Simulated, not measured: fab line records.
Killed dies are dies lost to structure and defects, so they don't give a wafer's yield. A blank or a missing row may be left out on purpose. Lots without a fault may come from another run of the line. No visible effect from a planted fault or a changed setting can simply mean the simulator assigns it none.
Commonality check across tools / flow n5Finfet / Lots sampled 10, wafers sampled 30

## REASON IT WAS OPENED
2 of 10 lots carry a flag on the reading NWELL_OVL at N5_WELL_APT_OVL_MEAS_09. Wafers without a fault read 3 nm, standard deviation 5.9.
Rule: a lot gets a flag if all its wafers with a number sit over 4 standard deviations from that mean, or if no wafer of it has a number. The rest of the lots are taken to be sound.

lot=L249; measured=day 2 01:58; on=overlay-02; NWELL_OVL (nm), wafer by wafer=11 -3 -6; flag=
lot=L253; measured=day 3 01:44; on=overlay-01; NWELL_OVL (nm), wafer by wafer=2 4 9; flag=
lot=L259; measured=day 4 13:50; on=overlay-02; NWELL_OVL (nm), wafer by wafer=51 54 52; flag=FLAGGED
lot=L260; measured=day 4 19:53; on=overlay-02; NWELL_OVL (nm), wafer by wafer=59 64 51; flag=FLAGGED
lot=L261; measured=day 5 01:55; on=overlay-01; NWELL_OVL (nm), wafer by wafer=5 7 13; flag=
lot=L263; measured=day 5 13:44; on=overlay-01; NWELL_OVL (nm), wafer by wafer=2 -4 -1; flag=
lot=L264; measured=day 5 19:46; on=overlay-02; NWELL_OVL (nm), wafer by wafer=4 0 10; flag=
lot=L268; measured=day 6 19:50; on=overlay-01; NWELL_OVL (nm), wafer by wafer=-6 2 -3; flag=
lot=L269; measured=day 7 01:59; on=overlay-01; NWELL_OVL (nm), wafer by wafer=-12 -11 -10; flag=
lot=L270; measured=day 7 07:35; on=overlay-02; NWELL_OVL (nm), wafer by wafer=1 -7 0; flag=
Average over the flagged lots: 55 nm; offset from the usual +52 nm, equal to +9 standard deviations.

## TOOL THAT RAN EACH LOT
The record holds 1 process step before the reading, out of a route of 1938 steps. In each cell: the tool, then ch and the chambers that the sampled wafers went through, then the start.
lot=L249; flag=; N5_WELL_APT_EXPOSE_05=krfScanner-01 ch 0, day 2 01:46
lot=L253; flag=; N5_WELL_APT_EXPOSE_05=krfScanner-01 ch 0, day 3 01:32
lot=L259; flag=FLAGGED; N5_WELL_APT_EXPOSE_05=krfScanner-01 ch 0, day 4 13:38
lot=L260; flag=FLAGGED; N5_WELL_APT_EXPOSE_05=krfScanner-01 ch 0, day 4 19:41
lot=L261; flag=; N5_WELL_APT_EXPOSE_05=krfScanner-02 ch 0, day 5 01:43
lot=L263; flag=; N5_WELL_APT_EXPOSE_05=krfScanner-02 ch 0, day 5 13:32
lot=L264; flag=; N5_WELL_APT_EXPOSE_05=krfScanner-02 ch 0, day 5 19:33
lot=L268; flag=; N5_WELL_APT_EXPOSE_05=krfScanner-02 ch 0, day 6 19:38
lot=L269; flag=; N5_WELL_APT_EXPOSE_05=krfScanner-02 ch 0, day 7 01:47
lot=L270; flag=; N5_WELL_APT_EXPOSE_05=krfScanner-02 ch 0, day 7 07:23
What the steps here do:
- N5_WELL_APT_EXPOSE_05: exposes mask NWELL, defocus 0 nm, target cd 200 nm.
- N5_WELL_APT_OVL_MEAS_09

## FLAGGED OVER TOTAL, TOOL BY TOOL (the gauges that took the reading come last)
step=N5_WELL_APT_EXPOSE_05; tool=krfScanner-01; lots run=4; flagged=2; share of the flagged lots=all; sound lots run after its first flagged lot=0
step=N5_WELL_APT_EXPOSE_05; tool=krfScanner-02; lots run=6; flagged=0; share of the flagged lots=none; sound lots run after its first flagged lot=-
step=N5_WELL_APT_OVL_MEAS_09; tool=overlay-01; lots run=5; flagged=0; share of the flagged lots=none; sound lots run after its first flagged lot=-
step=N5_WELL_APT_OVL_MEAS_09; tool=overlay-02; lots run=5; flagged=2; share of the flagged lots=all; sound lots run after its first flagged lot=2 (L264,L270)

## WHAT THE TABLE PERMITS
2 rows of the table ran every flagged lot: krfScanner-01 at N5_WELL_APT_EXPOSE_05, overlay-02 at N5_WELL_APT_OVL_MEAS_09.
- krfScanner-01 at N5_WELL_APT_EXPOSE_05 ran 4 lots, 2 of them flagged. A fault beginning between L253 (day 3 01:32), its last sound lot, and L259 (day 4 13:38), its first flagged one, fits the data.
- overlay-02 at N5_WELL_APT_OVL_MEAS_09 ran 5 lots, 2 of them flagged. Lots that were sound ran on it after the first flagged one (L264, L270); a persistent fault on the entire tool would not allow that.
One tool is left: krfScanner-01 at N5_WELL_APT_EXPOSE_05.

## WHAT THE SIMULATOR HAD INSERTED
Scanner matching overlay: krfScanner-01, from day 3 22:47 on, at N5_WELL_APT_EXPOSE_05. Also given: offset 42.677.
Shown lots that were struck: L259, L260. The rule given above showed the same thing.
